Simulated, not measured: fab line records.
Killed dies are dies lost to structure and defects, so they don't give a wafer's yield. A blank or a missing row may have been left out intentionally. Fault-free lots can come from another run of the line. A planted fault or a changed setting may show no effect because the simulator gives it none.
fab line records -- flow n5Finfet -- part 2 of 2: steps 9 to 9 of 9
record lots=7, wafers=21, lastDay=19
route steps=1938 shown BEOL_M6@1260 BEOL_M7@1263 BEOL_M15@1830 PASSIVATION@1936
lots that met no fault: taken from a fault-free run of the same line
startH: hours from the record's first day to the start of the lot's first wafer shown -- waitH: hours since the lot's step before -- " as in the row above -- L1.1+2: several wafers, shown together as one row -- - value missing, or start not given -- * or withheld: withheld -- < > ~ a bound
route shown NAME@n: names a module that has steps shown in the file, with the first one's number in the route -- usual: mean/standard deviation taken from wafers without a fault -- same: alike in all rows -- chamber/n: place in a boat -- sites: per-site readings -- _std_site: standard deviation of those values -- _edge_site: outer sites' mean less inner sites' -- radiusMm: for every site, how far away it sits from the centre of the wafer -- mask NAME#n: copy n -- behind: the last tool/chamber to shape the wafer -- hold: why the lot went on hold/how many hours it stayed there/how the hold came to an end -- device: the n, p or np transistor that did not switch -- end of line: at the end of the route, the tests of the same wafers -- a step without rows: its recipe alone -- killed: at the first sort, the dies lost to defects and structure; wafer yield is something else -- map: dies across one wafer; x = killed, . = not, _ = none there
set.NAME: the setting as run; set.NAME@STEP: as run at that earlier step -- model.NAME: the simulator's own value behind a step, which no gauge read
the route's steps for a sample of lots (tables are steps, rows are wafers)
services: the hour from which a tool's chamber was out of use, counted from the record's first day as startH (under 0 if before that day), plus the number of hours and why
## steps
# step N5_PASSIVATION_PROBE_49
# usual defectLimitedYield=90.8/1.7, killed_at_M0_to_M3=37/12, killed_at_M4_up=15/5.6, killedAtContacts=13/6.9, killedAtFrontEnd=40/11, killedAtOther=4/3.2, killedDies=109/20, killedOnRim=14/4.3, killedOpen=73/15, killedShort=35/8.3, sort_bin_5_function=5.4/1.1, sort_bin_6_memory=3.5/0.73, sort_bin_8_speed=0/0, sortNPass=1071/20, sortYieldPct=90.8/1.7
# same grossDies=1180, killedAtBackSide=0, sort_bin_4_leakage[%]=0
lot.wafer,tool,chamber,startH,waitH,defectLimitedYield[%],killed_at_M0_to_M3,killed_at_M4_up,killedAtContacts,killedAtFrontEnd,killedAtOther,killedDies,killedOnRim,killedOpen,killedShort,sort_bin_5_function[%],sort_bin_6_memory[%],sort_bin_8_speed[%],sortNPass,sortYieldPct[%]
L913.3,prober-01,-,307.44,0.1,90.4,33,17,24,34,5,113,13,87,26,5.8,3.5,0,1067,90.4
L913.4,prober-01,-,307.49,0.2,90.8,46,7,16,38,1,108,9,79,29,5.3,3.5,0,1072,90.8
L913.5,prober-01,-,307.54,0.2,88.2,37,12,22,60,8,139,16,104,35,7.0,4.4,0,1041,88.2
L924.3,prober-02,-,407.03,0.4,91.9,27,15,15,38,1,96,8,60,35,4.9,3.0,0,1084,91.9
L924.4,prober-02,-,407.08,0.4,91.3,38,13,10,41,1,103,13,69,34,5.1,3.1,0,1077,91.3
L924.6,prober-02,-,407.18,0.5,88.8,40,8,12,65,7,132,18,84,48,7.0,3.9,0,1048,88.8
L929.2,prober-01,-,425.93,0.1,90.8,42,13,14,38,1,108,14,64,44,5.9,3.0,0,1072,90.8
L929.4,prober-01,-,426.03,0.2,90.1,38,17,17,37,8,117,17,69,48,5.3,4.4,0,1063,90.1
L929.5,prober-01,-,426.08,0.2,93.3,34,11,15,18,1,79,11,47,31,4.2,2.1,0,1101,93.3
L926.3,prober-02,-,426.95,0.1,91.5,36,9,12,33,10,100,16,58,41,5.5,2.7,0.08,1080,91.5
L926.4,prober-02,-,427.00,0.2,90.8,41,12,21,34,1,109,18,64,42,5.4,3.4,0.08,1071,90.8
L926.6,prober-02,-,427.10,0.3,92.9,28,14,9,24,9,84,11,58,25,4.0,3.0,0,1096,92.9
L930.1,prober-01,-,431.19,0.0,90.3,20,26,16,45,7,114,12,79,33,5.7,3.4,0,1066,90.3
L930.3,prober-01,-,431.29,0.1,92.0,24,21,9,38,2,94,12,57,37,5.2,2.5,0,1086,92.0
L930.4,prober-01,-,431.34,0.2,89.9,48,10,8,51,2,119,11,80,38,5.8,4.0,0,1061,89.9
L936.1,prober-02,-,454.25,0.0,91.4,15,20,26,39,1,101,11,69,32,4.7,3.8,0,1079,91.4
L936.2,prober-02,-,454.30,0.1,90.3,32,17,19,42,4,114,17,85,28,5.3,4.1,0,1066,90.3
L936.6,prober-02,-,454.50,0.3,89.5,28,22,14,58,2,124,23,91,30,5.9,4.2,0,1056,89.5
L918.1,prober-01,-,466.97,0.0,93.3,39,8,7,24,1,79,8,52,24,3.7,2.7,0,1101,93.3
L918.2,prober-01,-,467.02,0.1,91.7,48,17,4,28,1,98,9,60,35,4.4,3.6,0,1082,91.7
L918.6,prober-01,-,467.22,0.3,92.6,28,17,4,34,4,87,13,50,35,4.8,2.3,0,1093,92.6
# killed by level:class
L913.3 MOL_CONTACT_COAG:geometricParticle:open=23 BEOL_M0_SAQP:geometricParticle:short=8 BEOL_M3:geometricParticle:open=8 STI_FIN_REVEAL:geometricParticle:open=6 BEOL_M1:geometricParticle:open=6 BEOL_M5:geometricParticle:open=6 BEOL_M0_SAQP:geometricParticle:open=5 BEOL_M7:geometricParticle:open=5
L913.4 MOL_CONTACT_COAG:geometricParticle:open=15 FIN_SAQP:geometricParticle:open=12 BEOL_M0_SAQP:geometricParticle:open=12 BEOL_M0_SAQP:geometricParticle:short=11 STI_FIN_REVEAL:geometricParticle:open=10 BEOL_M2:geometricParticle:open=6 BEOL_M0:geometricParticle:open=5 BEOL_M1:geometricParticle:open=5
L913.5 STI_FIN_REVEAL:geometricParticle:open=18 MOL_CONTACT_COAG:geometricParticle:open=17 BEOL_M0_SAQP:geometricParticle:open=10 FIN_SAQP:geometricParticle:open=9 BEOL_M2:geometricParticle:open=9 DUMMY_GATE:geometricParticle:open=7 GATE_CUT:geometricParticle:short=6 BEOL_M3:geometricParticle:open=6
L924.3 BEOL_M3:geometricParticle:open=9 MOL_CONTACT_COAG:geometricParticle:short=8 FIN_SAQP:geometricParticle:open=7 MOL_CONTACT_COAG:geometricParticle:open=7 DUMMY_GATE:geometricParticle:open=6 BEOL_M0_SAQP:geometricParticle:open=6 STARTING-WAFER:geometricParticle:short=6 STI_FIN_REVEAL:geometricParticle:open=5
L924.4 BEOL_M3:geometricParticle:open=15 FIN_SAQP:geometricParticle:short=9 FIN_SAQP:geometricParticle:open=9 MOL_CONTACT_COAG:geometricParticle:open=9 STI_FIN_REVEAL:geometricParticle:open=6 BEOL_M2:geometricParticle:open=5 BEOL_M0_SAQP:geometricParticle:open=5 BEOL_M3:geometricParticle:short=5
L924.6 STI_FIN_REVEAL:geometricParticle:open=22 FIN_SAQP:geometricParticle:short=13 BEOL_M0_SAQP:geometricParticle:short=12 FIN_SAQP:geometricParticle:open=10 BEOL_M0_SAQP:geometricParticle:open=9 MOL_CONTACT_COAG:geometricParticle:open=7 BEOL_M2:geometricParticle:open=6 MOL_CONTACT_COAG:geometricParticle:short=5
L929.2 BEOL_M2:geometricParticle:open=16 FIN_SAQP:geometricParticle:open=9 MOL_CONTACT_COAG:geometricParticle:open=9 GATE_CUT:geometricParticle:short=8 FIN_SAQP:geometricParticle:short=7 BEOL_M0_SAQP:geometricParticle:short=6 BEOL_M2:geometricParticle:short=6 BEOL_M5:geometricParticle:open=6
L929.4 MOL_CONTACT_COAG:geometricParticle:open=14 BEOL_M0_SAQP:geometricParticle:short=9 FIN_SAQP:geometricParticle:open=7 GATE_CUT:geometricParticle:short=7 BEOL_M2:geometricParticle:open=6 BEOL_M2:geometricParticle:short=6 BEOL_M3:geometricParticle:open=6 BEOL_M4:geometricParticle:open=6
L929.5 MOL_CONTACT_COAG:geometricParticle:open=14 BEOL_M2:geometricParticle:short=8 FIN_SAQP:geometricParticle:short=6 BEOL_M2:geometricParticle:open=6 BEOL_M5:geometricParticle:open=6 BEOL_M0_SAQP:geometricParticle:short=5 STI_FIN_REVEAL:geometricParticle:open=4 BEOL_M1:geometricParticle:open=4
L926.3 MOL_CONTACT_COAG:geometricParticle:open=10 BEOL_M0_SAQP:geometricParticle:short=10 FIN_SAQP:geometricParticle:open=8 BEOL_M2:geometricParticle:open=7 STI_FIN_REVEAL:geometricParticle:open=6 BEOL_M0_SAQP:geometricParticle:open=6 FIN_SAQP:geometricParticle:short=5 BEOL_M2:geometricParticle:short=5
L926.4 MOL_CONTACT_COAG:geometricParticle:open=14 BEOL_M0_SAQP:geometricParticle:open=12 BEOL_M0_SAQP:geometricParticle:short=11 GATE_CUT:geometricParticle:open=7 MOL_CONTACT_COAG:geometricParticle:short=7 BEOL_M2:geometricParticle:open=7 BEOL_M2:geometricParticle:short=5 BEOL_M5:geometricParticle:open=5
L926.6 BEOL_M2:geometricParticle:open=10 MOL_CONTACT_COAG:geometricParticle:open=7 BEOL_M0_SAQP:geometricParticle:open=7 BEOL_M4:geometricParticle:open=6 STI_FIN_REVEAL:geometricParticle:open=5 PASS1_DEP:geometricParticle:short=5 BEOL_M0_SAQP:geometricParticle:short=4 STARTING-WAFER:geometricParticle:open=4
L930.1 MOL_CONTACT_COAG:geometricParticle:open=13 STI_FIN_REVEAL:geometricParticle:open=9 BEOL_M4:geometricParticle:open=9 FIN_SAQP:geometricParticle:open=7 FIN_SAQP:geometricParticle:short=6 BEOL_M3:geometricParticle:open=6 BEOL_M5:geometricParticle:open=6 BEOL_M7:geometricParticle:open=5
L930.3 BEOL_M4:geometricParticle:open=15 FIN_SAQP:geometricParticle:open=12 FIN_SAQP:geometricParticle:short=7 MOL_CONTACT_COAG:geometricParticle:open=6 BEOL_M0_SAQP:geometricParticle:short=6 BEOL_M0_SAQP:geometricParticle:open=5 STI_FIN_REVEAL:geometricParticle:open=4 BEOL_M3:geometricParticle:open=4
L930.4 FIN_SAQP:geometricParticle:open=18 FIN_SAQP:geometricParticle:short=15 BEOL_M0_SAQP:geometricParticle:open=11 BEOL_M0_SAQP:geometricParticle:short=10 STI_FIN_REVEAL:geometricParticle:open=7 MOL_CONTACT_COAG:geometricParticle:open=7 BEOL_M1:geometricParticle:open=7 BEOL_M3:geometricParticle:open=7
L936.1 MOL_CONTACT_COAG:geometricParticle:open=22 STI_FIN_REVEAL:geometricParticle:open=11 DUMMY_GATE:geometricParticle:open=6 BEOL_M4:geometricParticle:open=6 GATE_CUT:geometricParticle:short=5 BEOL_M6:geometricParticle:open=5 MOL_CONTACT_COAG:geometricParticle:short=4 BEOL_M1:geometricParticle:open=4
L936.2 MOL_CONTACT_COAG:geometricParticle:open=18 BEOL_M3:geometricParticle:open=11 FIN_SAQP:geometricParticle:open=6 STI_FIN_REVEAL:geometricParticle:open=6 DUMMY_GATE:geometricParticle:open=6 BEOL_M0_SAQP:geometricParticle:open=6 BEOL_M4:geometricParticle:open=6 ILD0:geometricParticle:open=5
L936.6 STI_FIN_REVEAL:geometricParticle:open=22 FIN_SAQP:geometricParticle:open=12 BEOL_M4:geometricParticle:open=12 MOL_CONTACT_COAG:geometricParticle:open=10 FIN_SAQP:geometricParticle:short=9 BEOL_M0_SAQP:geometricParticle:open=8 BEOL_M2:geometricParticle:open=7 BEOL_M3:geometricParticle:open=5
L918.1 BEOL_M2:geometricParticle:open=15 BEOL_M0_SAQP:geometricParticle:open=8 MOL_CONTACT_COAG:geometricParticle:open=4 BEOL_M0_SAQP:geometricParticle:short=4 BEOL_M3:geometricParticle:open=4 STARTING-WAFER:geometricParticle:open=4 STARTING-WAFER:geometricParticle:short=4 BEOL_M0:geometricParticle:open=3
L918.2 BEOL_M0_SAQP:geometricParticle:short=9 BEOL_M3:geometricParticle:open=9 DUMMY_GATE:geometricParticle:open=8 BEOL_M2:geometricParticle:open=8 GATE_CUT:geometricParticle:short=7 BEOL_M0_SAQP:geometricParticle:open=6 BEOL_M1:geometricParticle:open=6 BEOL_M2:geometricParticle:short=5
L918.6 BEOL_M2:geometricParticle:open=11 GATE_CUT:geometricParticle:short=9 BEOL_M0_SAQP:geometricParticle:short=7 DUMMY_GATE:geometricParticle:open=6 MOL_CONTACT_COAG:geometricParticle:open=4 BEOL_M1:geometricParticle:open=4 BEOL_M4:geometricParticle:open=4 BEOL_M4:geometricParticle:short=4
## services
tool,chamber,startH,hours,kind
pecvd-04,2,209.60,-,calibration
arfiScanner-02,-,219.91,0.4,repair
arfiScanner-02,-,224.41,1.0,pm
pecvd-02,-,239.28,0.8,repair
pecvd-01,-,242.61,1.4,repair
arfiScanner-02,-,247.76,1.0,pm
pecvd-01,1,252.95,6.0,repair
arfiScanner-02,-,254.07,1.3,pm
arfiScanner-02,-,258.24,0.8,pm
pecvd-03,1,272.94,2.1,scheduledDown
arfiScanner-03,-,274.78,1.3,pm
pecvd-04,2,280.44,5.3,repair
arfiScanner-02,-,294.68,0.4,repair
arfiScanner-02,-,295.73,10.5,repair
pecvd-01,0,309.09,-,clean
arfiScanner-03,-,323.01,5.5,pm
pecvd-04,2,325.04,2.1,scheduledDown
arfiScanner-03,-,329.41,1.0,pm
arfiScanner-02,-,333.18,2.4,repair
arfiScanner-02,-,343.82,3.9,pm
arfiScanner-02,-,351.34,1.1,repair
arfiScanner-03,-,358.78,1.0,pm
pecvd-02,-,364.95,0.5,repair
pecvd-02,2,373.92,5.9,repair
